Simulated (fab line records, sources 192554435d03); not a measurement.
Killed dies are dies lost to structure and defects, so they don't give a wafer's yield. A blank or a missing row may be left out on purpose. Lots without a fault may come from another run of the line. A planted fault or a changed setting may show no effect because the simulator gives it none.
Split-lot experiment | flow n5_finfet | 7 lots, 21 wafers read, on a route of 1938 steps

THE SPLIT
At N5_BEOL_M3_ETCH_41 (etches SiCN in CH3F/O2, target depth 29.9 nm, time 52.5 s), the setting target_depth_a was moved away from the recipe's 299 angstrom on 7 of the 21 wafers read, by -9.6% to +8.9%. The other wafers ran this setting at the recipe's value.

The reading is taken at the split's own step.

THE READING
etch.depth_nm (the simulator's own value, which no gauge read), in nm, at N5_BEOL_M3_ETCH_41 (etches SiCN in CH3F/O2, target depth 29.9 nm, time 52.5 s). The file gives no usual value for it. The 14 wafers here that ran the recipe average 19.94 nm, standard deviation 0.43 nm.

wafer  | tool, chamber at the split | target_depth_a as run, angstrom | against the recipe | etch.depth_nm, nm | against lot-mates on the recipe
L074.3 | rie_diel-02, 1             | 299                             | recipe             | 19.8              | -
L074.5 | rie_diel-02, 2             | 299                             | recipe             | 19.72             | -
L074.6 | rie_diel-02, 3             | 270.3                           | -9.6%              | 17.65             | -2.11
L077.1 | rie_diel-02, 0             | 299                             | recipe             | 19.85             | -
L077.2 | rie_diel-02, 2             | 287                             | -4.0%              | 18.73             | -0.93
L077.3 | rie_diel-02, 3             | 299                             | recipe             | 19.48             | -
L078.1 | rie_diel-06, 2             | 299                             | recipe             | 20.28             | -
L078.4 | rie_diel-06, 0             | 299                             | recipe             | 20.69             | -
L078.5 | rie_diel-06, 0             | 315.4                           | +5.5%              | 21.81             | +1.32
L082.1 | rie_diel-02, 0             | 299                             | recipe             | 19.73             | -
L082.2 | rie_diel-02, 3             | 325.5                           | +8.9%              | 21.28             | +1.60
L082.6 | rie_diel-02, 1             | 299                             | recipe             | 19.63             | -
L084.2 | rie_diel-01, 3             | 299                             | recipe             | 19.45             | -
L084.4 | rie_diel-01, 0             | 299                             | recipe             | 20.48             | -
L084.5 | rie_diel-01, 0             | 299                             | recipe             | 20.42             | -
L093.1 | rie_diel-01, 2             | 299                             | recipe             | 19.9              | -
L093.4 | rie_diel-01, 3             | 299                             | recipe             | 19.3              | -
L093.6 | rie_diel-01, 2             | 277.1                           | -7.3%              | 18.39             | -1.21
L094.2 | rie_diel-06, 0             | 299                             | recipe             | 20.44             | -
L094.4 | rie_diel-06, 2             | 274.1                           | -8.3%              | 18.73             | -1.71
L094.5 | rie_diel-06, 3             | 274.1                           | -8.3%              | 18.23             | -2.21

THE FIT
A straight line over all 21 wafers: etch.depth_nm changes by +0.207 nm for each +1% of target_depth_a; r = +0.90; the points scatter about the line by 0.45 nm.
The same after taking each lot's own level away (the mean of its wafers on the recipe; 21 wafers): +0.212 nm for each +1%; r = +0.96; scatter 0.28 nm.
On that fit, the largest move of target_depth_a shifts the reading by 2 nm.
The lots' own levels span 19.600 to 20.485 nm, that is 2.1 times the standard deviation above.
So the lot-to-lot level changes the slope little: the two slopes agree.
Check: with one of the wafers moved furthest among these (-9.6%) left out of the fit, the line predicts -2.03 nm for it against its lot-mates. It came out at -2.11 nm against them.

OTHER SPLITS ON THESE WAFERS
These wafers also went through other splits before the reading. Each is held against what the fit with the lots' levels taken away leaves over:
other split on the same wafers              | wafers away from the commonest value | r with etch.depth_nm (lot level and that fit taken away)
N5_MOL_CONTACT_COAG_DESCUM_45 time_s        | 7                                    | -0.06
N5_BEOL_M0_SAQP_SPACER2_ALD_26 target_thk_a | 6                                    | -0.19
N5_BEOL_M0_SAQP_EXPOSE_37 dose_mj           | 8                                    | -0.18
N5_BEOL_M0_ETCH_109 bias_w                  | 8                                    | +0.13
N5_BEOL_M2_PECVD_72 time_s                  | 11                                   | +0.11

THE FILE'S OWN FIT
etch.depth_nm changes by +0.208 nm for each +1% of target_depth_a, r = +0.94.
